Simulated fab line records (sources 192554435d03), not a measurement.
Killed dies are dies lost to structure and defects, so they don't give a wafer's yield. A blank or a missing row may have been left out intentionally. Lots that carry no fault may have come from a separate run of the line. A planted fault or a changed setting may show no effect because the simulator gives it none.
Problem report in the 8D (eight disciplines) form, filled by code | flow n5Finfet | the parts of the form that need people (team, actions taken, sign-off) are left out

## 1. PROBLEM STATEMENT
At N5_FIN_CUT_INSPECT_17, rawDefectCount averages 1393 over 6 wafers from 2 lots, while fault-free wafers read 225, standard deviation 58. That is +20 standard deviations from the usual mean.
The step: inspects for defects (brightfield).
First observed at day 4 10:37: wafer L903.1, on defectInspect-02. At this step, 31 wafers from 12 lots have a number in the record. Rule for "out", or "out of limits": more than 4 standard deviations from the usual mean. All remaining wafers that have a number are taken as sound.

## 2. WHAT THIS IS AND IS NOT
question                    | is                                 | is not
which readings at this step | rawDefectCount                     | -
which lots                  | L903, L904                         | L894, L896, L900, L901, L902, L912, L913, L914, L915, L917
which wafers of those lots  | all that have a number             | -
read on which gauges        | defectInspect-01, defectInspect-02 | -
when                        | from day 4 10:37                   | up to then (12 sound wafers); but 13 sound wafers of L912, L913, L914, L915, L917 came after

## 3. SUSPECTS, AND WHAT RULES EACH OUT
Counting: a tool at any process step up to the reading remains a suspect when it ran all the lots that are out and ran no sound lot after the first of those.
- the gauge at N5_FIN_CUT_INSPECT_17 has been ruled out. 2 gauges (defectInspect-01, defectInspect-02) read the wafers that are out.
- vaporEtch-01 at N5_FIN_CUT_PRECLEAN_35 (cleans in vHF, time 13.3 s): ruled out as a lasting fault. After its first lot that is out, L903 (day 4 10:14), sound lots L914, L915, L917 ran on it.
- rieSi-06 at N5_FIN_CUT_CUT_ETCH_28 (etches Si in HBr/Cl2/O2, target depth 6 nm, time 2.4 s): ruled out as a lasting fault. After its first lot that is out, L903 (day 4 10:23), sound lots L914, L917 ran on it.
Left after counting: nothing in the record.

## 4. THE CAUSE (what the simulator had put in)
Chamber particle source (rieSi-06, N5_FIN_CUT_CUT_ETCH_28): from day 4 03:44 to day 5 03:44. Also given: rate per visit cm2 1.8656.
The count ruled it out by mistake, since the rule takes a fault to strike every lot its tool runs from the start of the fault on, and this one did not do so.

## 5. THE EFFECT CHAIN, in route order
One row per reading whose mean, taken over the struck wafers that have a number, lies over 3 standard deviations from the usual. Scope: only readings with a usual standard deviation given in the record; hours: median across lots of the time from each lot's start at the first step in this table that gives one to its start at this step; sigmas: change in usual standard deviations.
hours | step                    | reading          | usual | on struck wafers | change | sigmas
0     | N5_FIN_CUT_INSPECT_17   | rawDefectCount   | 225   | 1393             | +1168  | +20
242   | N5_PASSIVATION_PROBE_49 | killedAtFrontEnd | 42    | 154              | +112   | +8.7
242   | N5_PASSIVATION_PROBE_49 | killedDies       | 107   | 205              | +98    | +5.4
242   | N5_PASSIVATION_PROBE_49 | killedOnRim      | 14    | 28               | +14    | +3.2
Here are the process steps it includes:
- N5_PASSIVATION_PROBE_49

## 6. HOW IT WOULD HAVE BEEN CAUGHT EARLIER
7 hours passed between the start of the fault at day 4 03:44 and the first reading out of limits at a measuring or inspecting step in this record, taken at day 4 10:37.
Tool readings at N5_FIN_CUT_CUT_ETCH_28 with a usual standard deviation given in the record: none out on any struck wafer, hence no alarm at a limit of 4 standard deviations on them.
